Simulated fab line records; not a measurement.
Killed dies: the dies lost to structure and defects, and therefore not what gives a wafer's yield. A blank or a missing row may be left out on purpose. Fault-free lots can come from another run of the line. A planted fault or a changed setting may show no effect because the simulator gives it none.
The same fault as seen by 3 desks / flow n5-finfet / every desk sees just its own numbers, and what lay behind them comes last

## THE METROLOGY DESK
What the gauges read, lot by lot, whatever tool the lot ran on: means of the sampled wafers that have a number. Any lot whose mean is over 4 standard deviations away from the usual mean is out of limits and marked OUT; that distance is given in the brackets.
Columns: A = cd-nm at N5_ZERO_LAYER_CD_MEAS_11, usual 1999.3 nm
lot=L563; first seen here=day 1 12:38; A=1998.1
lot=L564; first seen here=day 1 18:38; A=2000.5
lot=L565; first seen here=day 2 00:38; A=2000.6
lot=L566; first seen here=day 2 06:40; A=1996.3
lot=L567; first seen here=day 2 12:38; A=1997.5
lot=L571; first seen here=day 3 12:47; A=2001.8
lot=L572; first seen here=day 3 18:47; A=2000.5
lot=L574; first seen here=day 4 06:39; A=1999.3
lot=L576; first seen here=day 4 18:38; A=1997.9
lot=L577; first seen here=day 5 00:38; A=1996.0
lot=L581; first seen here=day 6 00:39; A=1968.5 (-12) OUT
lot=L582; first seen here=day 6 06:40; A=1975.5 (-9.5) OUT
lot=L583; first seen here=day 6 12:40; A=1977.0 (-8.9) OUT
lot=L584; first seen here=day 6 18:38; A=1983.7 (-6.2) OUT
lot=L585; first seen here=day 7 00:46; A=1996.9
lot=L586; first seen here=day 7 06:38; A=1998.0
This desk finds L581, L582, L583, L584 out of limits, L581 being first, at day 6 00:39 (cd-nm at N5_ZERO_LAYER_CD_MEAS_11). Within limits: L563, L564, L565, L566, L567, L571, L572, L574, L576, L577, L585, L586.

## THE DEFECT DESK
Lot by lot, what the route's inspections counted, given as the mean of those sampled wafers with a number. Any lot whose mean is over 4 standard deviations away from the usual mean is out of limits and marked OUT; that distance is given in the brackets.
Columns: A = raw-defect-count at N5_START_INSPECT_01, usual 6; B = raw-defect-count at N5_WELL_APT_INSPECT_10, usual 2.0
lot=L563; first seen here=day 1 12:02; A=7; B=1.3
lot=L564; first seen here=day 1 18:02; A=2; B=1.5
lot=L565; first seen here=day 2 00:02; A=5; B=2.0
lot=L566; first seen here=day 2 06:02; A=8; B=2.0
lot=L567; first seen here=day 2 12:02; A=4; B=1.0
lot=L571; first seen here=day 3 12:02; A=8; B=3.0
lot=L572; first seen here=day 3 18:02; A=7; B=2.7
lot=L574; first seen here=day 4 06:02; A=6; B=2.0
lot=L576; first seen here=day 4 18:02; A=5; B=2.0
lot=L577; first seen here=day 5 00:02; A=6; B=2.0
lot=L581; first seen here=day 6 00:02; A=5; B=2.3
lot=L582; first seen here=day 6 06:02; A=5; B=1.7
lot=L583; first seen here=day 6 12:02; A=10; B=1.3
lot=L584; first seen here=day 6 18:02; A=4; B=1.7
lot=L585; first seen here=day 7 00:02; A=11; B=1.0
lot=L586; first seen here=day 7 06:02; A=6; B=0.5
Finding of this desk: none of the 16 lots has anything out of limits.

## AT THE TOOL OWNER'S DESK: krf-scanner-01
The tool's own readings at N5_ZERO_LAYER_EXPOSE_08 (exposes mask ZERO, defocus 0 nm, target cd 2000 nm): means of the sampled wafers that have a number, for each lot that ran on this tool. Any lot whose mean is over 4 standard deviations away from the usual mean is out of limits and marked OUT; that distance is given in the brackets.
Columns: A = exposure-dose-mJ-cm2 at N5_ZERO_LAYER_EXPOSE_08, usual 16.198
lot=L563; first seen here=day 1 12:28; A=16.206
lot=L564; first seen here=day 1 18:29; A=16.213
lot=L565; first seen here=day 2 00:28; A=16.194
lot=L566; first seen here=day 2 06:29; A=16.227
lot=L567; first seen here=day 2 12:29; A=16.208
lot=L571; first seen here=day 3 12:37; A=16.188
lot=L574; first seen here=day 4 06:29; A=16.208
lot=L581; first seen here=day 6 00:29; A=13.774 (-99 or more) OUT
lot=L582; first seen here=day 6 06:29; A=14.257 (-99 or more) OUT
lot=L583; first seen here=day 6 12:29; A=14.639 (-92) OUT
lot=L584; first seen here=day 6 18:28; A=14.969 (-72) OUT
This desk finds L581, L582, L583, L584 out of limits, L581 being first, at day 6 00:29 (exposure-dose-mJ-cm2 at N5_ZERO_LAYER_EXPOSE_08). Within limits: L563, L564, L565, L566, L567, L571, L574.

## TAKEN TOGETHER
On L581, L582, L583, L584, at day 6 00:29, an alarm was possible from the tool owner's desk.
On L581, L582, L583, L584, the metrology desk was in a position to raise an alarm at day 6 00:39.
Nothing out of limits was seen by the defect desk.
The defect desk has L581, L582, L583, L584 on record, within its limits.
Every lot named ran N5_ZERO_LAYER_EXPOSE_08 on krf-scanner-01.

## WHAT THE SIMULATOR HAD PUT IN
Process parameters drifting: krf-scanner-01 at N5_ZERO_LAYER_EXPOSE_08, beginning at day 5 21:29. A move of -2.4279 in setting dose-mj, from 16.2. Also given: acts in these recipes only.
Shown lots that were struck: L581, L582, L583, L584.
Time in hours from fault onset to the first out-of-limits reading at each desk: tool owner's desk 3, metrology desk 3.
